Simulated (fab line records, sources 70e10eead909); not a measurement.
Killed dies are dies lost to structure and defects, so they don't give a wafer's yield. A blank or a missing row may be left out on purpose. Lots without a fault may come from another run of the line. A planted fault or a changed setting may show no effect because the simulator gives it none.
Chamber matching | flow nand_harc | NHARC_A_CHANNEL_FILL_D1_ETCHBACK_19 on rie_si-06: 4 sister chambers
The step etches the open film in HBr/Cl2, target depth 5 nm, time 1.7 s. 22 wafers are shown with their chamber, then 11 later ones without.

WAFERS WITH THEIR CHAMBER
wafer  | chamber | drypump_motor_current_A (A) | rf_fwd_power_W (W) | oes_product_au (a.u.)
L074.4 | 2       | 5.2                         | 389.4              | 0.994
L074.5 | 1       | 6.7                         | 391.0              | 0.995
L074.6 | 2       | 5.2                         | 390.0              | 0.999
L078.2 | 3       | 5.3                         | 390.6              | 1.003
L078.5 | 0       | 5.9                         | 392.1              | 0.999
L078.6 | 1       | 6.6                         | 389.2              | 0.995
L077.1 | 0       | 5.9                         | 390.4              | 0.992
L077.3 | 1       | 6.6                         | 390.3              | 0.990
L077.5 | 2       | 5.2                         | 388.4              | 0.993
L080.1 | 3       | 5.3                         | 387.1              | 1.006
L080.2 | 1       | 6.7                         | 391.3              | 0.998
L080.3 | 2       | 5.2                         | 388.6              | 0.985
L084.1 | 3       | 5.3                         | 390.9              | 0.996
L084.4 | 1       | 6.6                         | 390.9              | 1.001
L084.5 | 2       | 5.2                         | 388.0              | 0.989
L083.2 | 1       | 6.7                         | 390.5              | 0.998
L083.4 | 0       | 5.9                         | 392.2              | 0.994
L083.5 | 0       | 5.9                         | 391.1              | 0.993
L086.1 | 1       | 6.7                         | 390.7              | 0.997
L086.2 | 0       | 5.9                         | 392.5              | 0.978
L086.3 | 3       | 5.3                         | 388.2              | 1.003
L087.4 | 1       | 6.7                         | 391.5              | 0.990

SIGNATURES (means of the wafers above)
reading                 | chamber 0 | chamber 1 | chamber 2 | chamber 3 | scatter within a chamber
drypump_motor_current_A | 5.900     | 6.662     | 5.200     | 5.300     | 0.0323
rf_fwd_power_W          | 391.660   | 390.675   | 388.880   | 389.200   | 1.04
oes_product_au          | 0.99120   | 0.99550   | 0.99200   | 1.00200   | 0.00537
Rule: a wafer's distance from a chamber is the root of the sum, over the readings, of the square of ((its reading less the chamber's mean) divided by the reading's scatter). The wafer belongs to the nearest chamber; if the next one is less than 2 further off, it can't be placed. The scatter: the root of (the sum of the squares of (reading less its chamber's mean) over the shown wafers, divided by (wafers less chambers)).

WAFERS WITHOUT THEIR CHAMBER
wafer  | drypump_motor_current_A (A) | rf_fwd_power_W (W) | oes_product_au (a.u.)
L087.5 | 6.7                         | 391.7              | 0.988
L087.6 | 5.2                         | 391.4              | 0.995
L091.2 | 6.7                         | 390.8              | 0.999
L091.4 | 5.2                         | 389.8              | 0.997
L091.6 | 5.9                         | 393.9              | 0.993
L090.2 | 5.3                         | 390.0              | 0.998
L090.4 | 5.2                         | 389.6              | 0.992
L090.5 | 5.2                         | 388.5              | 0.993
L096.2 | 5.3                         | 390.4              | 0.996
L096.3 | 6.7                         | 392.5              | 1.000
L096.5 | 5.9                         | 392.5              | 0.985

WHICH CHAMBER EACH WENT THROUGH
wafer  | from the rows above     | in truth
L087.5 | 1                       | 1
L087.6 | can't be placed: 2 or 3 | 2
L091.2 | 1                       | 1
L091.4 | 2                       | 2
L091.6 | 0                       | 0
L090.2 | 3                       | 3
L090.4 | 2                       | 2
L090.5 | 2                       | 2
L096.2 | can't be placed: 3 or 2 | 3
L096.3 | 1                       | 1
L096.5 | 0                       | 0
Placed correctly: 9 of 11. Can't be placed from these rows: 2 (the true chamber is among the candidates in 2). Placed wrongly: 0.
